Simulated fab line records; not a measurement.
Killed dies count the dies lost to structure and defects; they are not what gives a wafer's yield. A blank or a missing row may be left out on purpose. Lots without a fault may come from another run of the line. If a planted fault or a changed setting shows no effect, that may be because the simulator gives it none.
Matching of chambers :: flow nandHarc :: 4 sister chambers for NHARC_THIN_TSV_CMP_01 on cmp-01
The step polishes. 14 wafers are shown with their chamber, then 7 later ones without.

WAFERS WITH THEIR CHAMBER
wafer: L527.2
chamber: 2
motorCurrentA (A): 12.4

wafer: L527.5
chamber: 1
motorCurrentA (A): 12.7

wafer: L527.6
chamber: 2
motorCurrentA (A): 12.1

wafer: L526.3
chamber: 1
motorCurrentA (A): 12.8

wafer: L526.4
chamber: 3
motorCurrentA (A): 13.3

wafer: L526.5
chamber: 2
motorCurrentA (A): 11.6

wafer: L533.2
chamber: 3
motorCurrentA (A): 13.0

wafer: L533.4
chamber: 2
motorCurrentA (A): 11.6

wafer: L533.6
chamber: 3
motorCurrentA (A): 13.0

wafer: L542.1
chamber: 2
motorCurrentA (A): 12.3

wafer: L542.5
chamber: 3
motorCurrentA (A): 13.2

wafer: L542.6
chamber: 0
motorCurrentA (A): 13.1

wafer: L540.2
chamber: 3
motorCurrentA (A): 12.8

wafer: L540.3
chamber: 2
motorCurrentA (A): 12.3

SIGNATURES (averages over the wafers above)
reading: motorCurrentA
chamber 0: 13.100
chamber 1: 12.750
chamber 2: 12.050
chamber 3: 13.060
scatter within a chamber: 0.285
Rule: distance of a wafer from a chamber = root of the sum over the readings of ((wafer's reading minus chamber's mean) / reading's scatter) squared. The wafer belongs to the nearest chamber; if the next one is less than 2 further off, it can't be placed. The scatter is the square root of a quotient: the sum, over the shown wafers, of each reading's squared deviation from its chamber's mean, divided by wafers minus chambers.

WAFERS WITH NO CHAMBER GIVEN
wafer: L540.5
motorCurrentA (A): 13.0

wafer: L544.2
motorCurrentA (A): 12.0

wafer: L544.3
motorCurrentA (A): 14.0

wafer: L544.6
motorCurrentA (A): 11.8

wafer: L545.1
motorCurrentA (A): 12.3

wafer: L545.3
motorCurrentA (A): 12.0

wafer: L545.5
motorCurrentA (A): 12.2

EACH ONE'S CHAMBER
wafer: L540.5
from the rows above: can't be placed: 3 or 0 or 1
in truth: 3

wafer: L544.2
from the rows above: 2
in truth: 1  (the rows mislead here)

wafer: L544.3
from the rows above: can't be placed: 0 or 3 or 1
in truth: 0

wafer: L544.6
from the rows above: 2
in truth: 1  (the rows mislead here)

wafer: L545.1
from the rows above: can't be placed: 2 or 1 or 3 or 0
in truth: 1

wafer: L545.3
from the rows above: 2
in truth: 2

wafer: L545.5
from the rows above: can't be placed: 2 or 1
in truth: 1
1 of 7 placed correctly. Can't be placed from these rows: 4 (the true chamber is among the candidates in 4). 2 placed wrongly.
